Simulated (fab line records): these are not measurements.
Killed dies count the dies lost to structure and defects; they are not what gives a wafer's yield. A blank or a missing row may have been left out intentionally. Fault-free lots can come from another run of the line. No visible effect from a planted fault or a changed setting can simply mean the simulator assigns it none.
Split-lot study + flow n5-finfet + 7 lots, 21 wafers read, on a route of 1938 steps

ON THE SPLIT
At N5_BEOL_M0_SAQP_PECVD_96 (deposits a-Si from SiH4/He, target thk 45 nm, time 45.2 s), the setting time-s was moved away from the recipe's 45.2 s on 10 of the 21 wafers read, by -13.8% to +7.9%. The other wafers ran this setting at the recipe's value.

FROM THE SPLIT TO THE READING: what the file shows between them, 4 steps
- N5_BEOL_M0_SAQP_PECVD_97: deposits SiNx from SiH4/NH3/N2, target thk 23 nm, time 19.9 s
- N5_BEOL_M0_SAQP_PECVD_04: deposits a-Si from SiH4/He, target thk 60 nm, time 60.2 s
- N5_BEOL_M0_SAQP_ETCH_101: etches SiNx in CH3F/O2, target depth 29.9 nm, time 42.7 s
- N5_BEOL_M0_SAQP_ETCH_102: etches SiO2 in CF4, target depth 4 nm, time 4.4 s

THE READING
etch.depth-nm (the simulator's own value, which no gauge read), in nm, at N5_BEOL_M0_SAQP_MANDREL_ETCH_103 (etches a-Si in HBr/Cl2, stops on SiCN, target depth 45 nm, bt time 10 s, time 27 s). No usual value for it is given in the file. Here, 11 wafers ran the recipe; their average is 44.97 nm with a standard deviation of 0.62 nm.

| wafer  | tool, chamber at the split | time-s as run, s | against the recipe | etch.depth-nm, nm | against lot-mates on the recipe |
|--------|----------------------------|------------------|--------------------|-------------------|---------------------------------|
| L078.1 | pecvd-04, 1                | 45.2             | recipe             | 43.71             | -                               |
| L078.3 | pecvd-04, 2                | 45.2             | recipe             | 45.23             | -                               |
| L078.5 | pecvd-04, 2                | 47.39            | +4.8%              | 47.7              | +3.23                           |
| L079.2 | pecvd-04, 0                | 45.2             | recipe             | 44.63             | -                               |
| L079.5 | pecvd-04, 2                | 39.79            | -12.0%             | 40.21             | -4.76                           |
| L079.6 | pecvd-04, 0                | 45.2             | recipe             | 45.31             | -                               |
| L081.3 | pecvd-02, 0                | 43.26            | -4.3%              | 42.46             | -2.48                           |
| L081.4 | pecvd-02, 2                | 43.26            | -4.3%              | 42.63             | -2.31                           |
| L081.6 | pecvd-02, 0                | 45.2             | recipe             | 44.94             | -                               |
| L083.1 | pecvd-02, 2                | 48.78            | +7.9%              | 48.62             | +4.13                           |
| L083.2 | pecvd-02, 1                | 45.2             | recipe             | 44.49             | -                               |
| L083.4 | pecvd-02, 0                | 48.78            | +7.9%              | 48.34             | +3.85                           |
| L086.2 | pecvd-02, 1                | 45.2             | recipe             | 44.92             | -                               |
| L086.4 | pecvd-02, 0,2              | 38.94            | -13.8%             | 39.19             | -5.73                           |
| L086.6 | pecvd-02, 0,2              | 38.94            | -13.8%             | 39.23             | -5.69                           |
| L089.2 | pecvd-04, 2                | 45.2             | recipe             | 45.48             | -                               |
| L089.4 | pecvd-04, 2,0              | 45.2             | recipe             | 45.74             | -                               |
| L089.5 | pecvd-04, 2,0              | 45.2             | recipe             | 45.87             | -                               |
| L091.1 | pecvd-03, 0                | 45.2             | recipe             | 44.32             | -                               |
| L091.2 | pecvd-03, 1                | 42.31            | -6.4%              | 42.84             | -1.48                           |
| L091.4 | pecvd-03, 1                | 42.31            | -6.4%              | 43.41             | -0.91                           |
Rows listing several chambers each stand for several wafers; the file does not say which wafer went through which chamber.

THE FIT
A straight line over all 21 wafers: etch.depth-nm changes by +0.42 nm for each +1% of time-s; r = +0.97; the points scatter about the line by 0.61 nm.
The same after taking each lot's own level away (the mean of its wafers on the recipe; 21 wafers): +0.428 nm for each +1%; r = +0.97; scatter 0.65 nm.
Per that fit: largest time-s move, reading shift of 5.9 nm.
Measured against the standard deviation above, the lots' own levels, which go from 44.320 to 45.697 nm, span 2.2 times it.
So the lot-to-lot level changes the slope little: the two slopes agree.
Check: -5.66 nm against its lot-mates is what the line predicts for one of the wafers moved furthest among these (-13.8%) when that wafer is left out of the fit. Against them it came out at -5.73 nm.

ADDITIONAL SPLITS CARRIED BY THESE WAFERS
Before the reading, these wafers also passed through other splits. Each is held against what the fit with the lots' levels taken away leaves over:
| other split on the same wafers        | wafers away from the commonest value | r with etch.depth-nm (lot level and that fit taken away) |
|---------------------------------------|--------------------------------------|----------------------------------------------------------|
| N5_HKMG_FIN_EXPOSE_46 dose-mj         | 6                                    | -0.57                                                    |
| N5_HKMG_FIN_ETCH_58 source-w          | 10                                   | +0.16                                                    |
| N5_HKMG_FIN_EXPOSE_09 dose-mj         | 9                                    | -0.17                                                    |
| N5_HKMG_FIN_ETCH_35 time-s            | 8                                    | +0.16                                                    |
| N5_MOL_CONTACT_COAG_ETCH_105 bias-w   | 7                                    | -0.15                                                    |
| N5_MOL_CONTACT_COAG_COAT_64 spin-rpm  | 5                                    | -0.09                                                    |
| N5_MOL_CONTACT_COAG_EXPOSE_37 dose-mj | 7                                    | +0.19                                                    |

THE WHOLE CHAIN: every reading that the file lists as answering this split, in the file's order
| step                             | what it does                                                                       | reading                                                                               | change (the file's fit)               | r (the file's) |
|----------------------------------|------------------------------------------------------------------------------------|---------------------------------------------------------------------------------------|---------------------------------------|----------------|
| N5_BEOL_M0_SAQP_PECVD_96         | deposits a-Si from SiH4/He, target thk 45 nm, time 45.2 s                          | a-Si_of_BEOL_M0_SAQP_PECVD_96.thk-nm (the simulator's own value, which no gauge read) | +0.425 nm for each +1% of the setting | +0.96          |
| N5_BEOL_M0_SAQP_MANDREL_ETCH_103 | etches a-Si in HBr/Cl2, stops on SiCN, target depth 45 nm, bt time 10 s, time 27 s | etch.depth-nm (the simulator's own value, which no gauge read)                        | +0.419 nm for each +1% of the setting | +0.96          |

FILE'S OWN FIT
etch.depth-nm changes by +0.419 nm for each +1% of time-s, r = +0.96.
